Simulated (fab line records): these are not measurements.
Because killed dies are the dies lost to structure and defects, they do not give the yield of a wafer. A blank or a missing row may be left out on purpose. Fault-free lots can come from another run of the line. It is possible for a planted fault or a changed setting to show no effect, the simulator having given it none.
Split-lot study    flow n5-finfet    route with 1938 steps; 7 lots, 21 wafers read

## THE SPLIT ITSELF
At N5_BEOL_M13_EXPOSE_07 (exposes mask V12), the setting dose-mj was moved away from the recipe's 24.8 on 4 of the 21 wafers read, by -6.8% to +4.3%. The other wafers ran this setting at the recipe's value.

## FROM THE SPLIT TO THE READING: what the file shows between them, 3 steps
- N5_BEOL_M13_PEB_08: peb time 90 s
- N5_BEOL_M13_DEVELOP_09: develop time 45 s
- N5_BEOL_M13_HARDBAKE_14: time 120 s

## THE READING
cd-nm, in nm, at N5_BEOL_M13_CD_MEAS_10 (target cd 190 nm). On this fab line, fault-free wafers typically give 190.7 nm with a standard deviation of 1.6 nm.

wafer   tool, chamber at the split  dose-mj as run  against the recipe  cd-nm, nm  against lot-mates on the recipe
L074.3  krf-scanner-02, 0           24.8            recipe              190.6      -
L074.4  krf-scanner-02, 0           24.8            recipe              191.3      -
L074.6  krf-scanner-02, 0           24.8            recipe              191.6      -
L076.2  krf-scanner-02, 0           24.8            recipe              192.1      -
L076.3  krf-scanner-02, 0           25.44           +2.6%               191.7      -0.4
L076.6  krf-scanner-02, 0           24.8            recipe              192.0      -
L077.2  krf-scanner-02, 0           24.8            recipe              189.8      -
L077.3  krf-scanner-02, 0           24.8            recipe              189.2      -
L077.4  krf-scanner-02, 0           24.8            recipe              188.5      -
L078.1  krf-scanner-02, 0           24.8            recipe              189.4      -
L078.2  krf-scanner-02, 0           25.87           +4.3%               193.4      +4.5
L078.5  krf-scanner-02, 0           24.8            recipe              188.3      -
L079.1  krf-scanner-01, 0           24.8            recipe              189.6      -
L079.3  krf-scanner-01, 0           23.11           -6.8%               182.1      -7.7
L079.5  krf-scanner-01, 0           24.8            recipe              190.0      -
L096.1  krf-scanner-01, 0           24.8            recipe              190.1      -
L096.3  krf-scanner-01, 0           23.62           -4.8%               185.1      -4.0
L096.6  krf-scanner-01, 0           24.8            recipe              188.1      -
L097.1  krf-scanner-01, 0           24.8            recipe              190.3      -
L097.2  krf-scanner-01, 0           24.8            recipe              188.9      -
L097.6  krf-scanner-01, 0           24.8            recipe              189.0      -

FIT RESULTS
A straight line over all 21 wafers: cd-nm changes by +1.01 nm for each +1% of dose-mj; r = +0.88; the points scatter about the line by 1.2 nm.
The same after taking each lot's own level away (the mean of its wafers on the recipe; 21 wafers): +0.949 nm for each +1%; r = +0.92; scatter 0.88 nm.
The reading moves by 6.5 nm for the largest change in dose-mj, on that fit.
Across the lots, their own levels run from 188.85 to 192.05 nm, a range of 2.0 times the standard deviation given above.
Hence the lot-to-lot level has little effect on the slope; both slopes agree.
Check: with one of the wafers moved furthest among these (-6.8%) left out of the fit, the line predicts -5.47 nm for it against its lot-mates. Against them it came out at -7.7 nm.

## THESE WAFERS: OTHER SPLITS
Note: prior to the reading, these wafers also went through further splits. Each is held against what the fit with the lots' levels taken away leaves over:
other split on the same wafers     wafers away from the commonest value  r with cd-nm (lot level and that fit taken away)
N5_BEOL_M12_COAT_04 spin-rpm       8                                     +0.05
N5_BEOL_M12_CMP_49 down-force-psi  5                                     -0.20

## FILE'S OWN FIT
cd-nm changes by +0.955 nm for each +1% of dose-mj, r = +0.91.
